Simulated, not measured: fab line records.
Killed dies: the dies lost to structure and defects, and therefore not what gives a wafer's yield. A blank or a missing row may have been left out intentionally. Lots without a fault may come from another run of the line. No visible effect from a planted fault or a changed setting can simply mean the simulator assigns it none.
Chamber matching / flow n5 finfet / N5_BEOL_M6_PECVD_70 on pecvd-03: 3 sister chambers
The step deposits SiO2 from TEOS/O2, target thk 20 nm, time 22.7 s. 22 wafers are shown with their chamber, then 11 later ones without.

EACH WAFER AND ITS CHAMBER
wafer=L075.3; chamber=0; throttle valve pct (%)=23.3; showerhead plenum p Torr (Torr)=8.86; heater power w (W)=836
wafer=L075.4; chamber=2; throttle valve pct (%)=21.1; showerhead plenum p Torr (Torr)=8.82; heater power w (W)=671
wafer=L075.5; chamber=0; throttle valve pct (%)=23.2; showerhead plenum p Torr (Torr)=8.86; heater power w (W)=847
wafer=L074.3; chamber=0; throttle valve pct (%)=23.7; showerhead plenum p Torr (Torr)=8.92; heater power w (W)=877
wafer=L074.5; chamber=0; throttle valve pct (%)=23.2; showerhead plenum p Torr (Torr)=8.87; heater power w (W)=874
wafer=L074.6; chamber=1; throttle valve pct (%)=21.1; showerhead plenum p Torr (Torr)=8.71; heater power w (W)=614
wafer=L078.4; chamber=1; throttle valve pct (%)=20.9; showerhead plenum p Torr (Torr)=8.70; heater power w (W)=708
wafer=L078.5; chamber=0; throttle valve pct (%)=23.3; showerhead plenum p Torr (Torr)=8.88; heater power w (W)=906
wafer=L078.6; chamber=2; throttle valve pct (%)=20.8; showerhead plenum p Torr (Torr)=8.82; heater power w (W)=751
wafer=L079.2; chamber=1; throttle valve pct (%)=21.0; showerhead plenum p Torr (Torr)=8.70; heater power w (W)=599
wafer=L079.3; chamber=2; throttle valve pct (%)=21.0; showerhead plenum p Torr (Torr)=8.80; heater power w (W)=672
wafer=L079.6; chamber=1; throttle valve pct (%)=21.2; showerhead plenum p Torr (Torr)=8.69; heater power w (W)=614
wafer=L082.1; chamber=1; throttle valve pct (%)=21.1; showerhead plenum p Torr (Torr)=8.70; heater power w (W)=641
wafer=L082.4; chamber=1; throttle valve pct (%)=20.9; showerhead plenum p Torr (Torr)=8.73; heater power w (W)=639
wafer=L082.6; chamber=2; throttle valve pct (%)=21.1; showerhead plenum p Torr (Torr)=8.83; heater power w (W)=730
wafer=L085.3; chamber=0; throttle valve pct (%)=23.3; showerhead plenum p Torr (Torr)=8.88; heater power w (W)=859
wafer=L085.4; chamber=0; throttle valve pct (%)=23.3; showerhead plenum p Torr (Torr)=8.87; heater power w (W)=867
wafer=L085.6; chamber=1; throttle valve pct (%)=20.9; showerhead plenum p Torr (Torr)=8.70; heater power w (W)=607
wafer=L087.2; chamber=0; throttle valve pct (%)=23.3; showerhead plenum p Torr (Torr)=8.87; heater power w (W)=831
wafer=L087.3; chamber=1; throttle valve pct (%)=21.1; showerhead plenum p Torr (Torr)=8.69; heater power w (W)=664
wafer=L087.6; chamber=2; throttle valve pct (%)=21.0; showerhead plenum p Torr (Torr)=8.80; heater power w (W)=677
wafer=L086.2; chamber=1; throttle valve pct (%)=20.9; showerhead plenum p Torr (Torr)=8.71; heater power w (W)=716

SIGNATURES (averages over the wafers above)
reading=throttle valve pct; chamber 0=23.325; chamber 1=21.011; chamber 2=21.000; scatter within a chamber=0.135
reading=showerhead plenum p Torr; chamber 0=8.8762; chamber 1=8.7033; chamber 2=8.8140; scatter within a chamber=0.0154
reading=heater power w; chamber 0=862.12; chamber 1=644.67; chamber 2=700.20; scatter within a chamber=36.1
Rule: for a wafer and a chamber, the distance is found by dividing, reading by reading, the gap between the wafer's reading and the chamber's mean by the reading's scatter, squaring, summing and taking the root. The wafer belongs to the nearest chamber; if the next one is less than 2 further off, it can't be placed. The scatter: take each reading less its chamber's mean, square it, sum over the shown wafers, divide by the number of wafers less the number of chambers, and take the root.

WAFERS WITHOUT THEIR CHAMBER
wafer=L086.4; throttle valve pct (%)=21.2; showerhead plenum p Torr (Torr)=8.73; heater power w (W)=715
wafer=L086.5; throttle valve pct (%)=21.2; showerhead plenum p Torr (Torr)=8.83; heater power w (W)=792
wafer=L090.1; throttle valve pct (%)=23.6; showerhead plenum p Torr (Torr)=8.86; heater power w (W)=867
wafer=L090.2; throttle valve pct (%)=21.1; showerhead plenum p Torr (Torr)=8.80; heater power w (W)=648
wafer=L090.6; throttle valve pct (%)=20.9; showerhead plenum p Torr (Torr)=8.69; heater power w (W)=664
wafer=L092.2; throttle valve pct (%)=20.8; showerhead plenum p Torr (Torr)=8.70; heater power w (W)=588
wafer=L092.3; throttle valve pct (%)=21.2; showerhead plenum p Torr (Torr)=8.81; heater power w (W)=786
wafer=L092.6; throttle valve pct (%)=23.4; showerhead plenum p Torr (Torr)=8.91; heater power w (W)=775
wafer=L096.2; throttle valve pct (%)=23.8; showerhead plenum p Torr (Torr)=8.90; heater power w (W)=767
wafer=L096.5; throttle valve pct (%)=21.2; showerhead plenum p Torr (Torr)=8.71; heater power w (W)=696
wafer=L096.6; throttle valve pct (%)=23.5; showerhead plenum p Torr (Torr)=8.88; heater power w (W)=772

THE CHAMBER EACH PASSED THROUGH
wafer=L086.4; from the rows above=1; in truth=1
wafer=L086.5; from the rows above=2; in truth=2
wafer=L090.1; from the rows above=0; in truth=0
wafer=L090.2; from the rows above=2; in truth=2
wafer=L090.6; from the rows above=1; in truth=1
wafer=L092.2; from the rows above=1; in truth=1
wafer=L092.3; from the rows above=2; in truth=2
wafer=L092.6; from the rows above=0; in truth=0
wafer=L096.2; from the rows above=0; in truth=0
wafer=L096.5; from the rows above=1; in truth=1
wafer=L096.6; from the rows above=0; in truth=0
Placed correctly: 11 of 11. Number that these rows cannot place: 0. Number placed wrongly: 0.
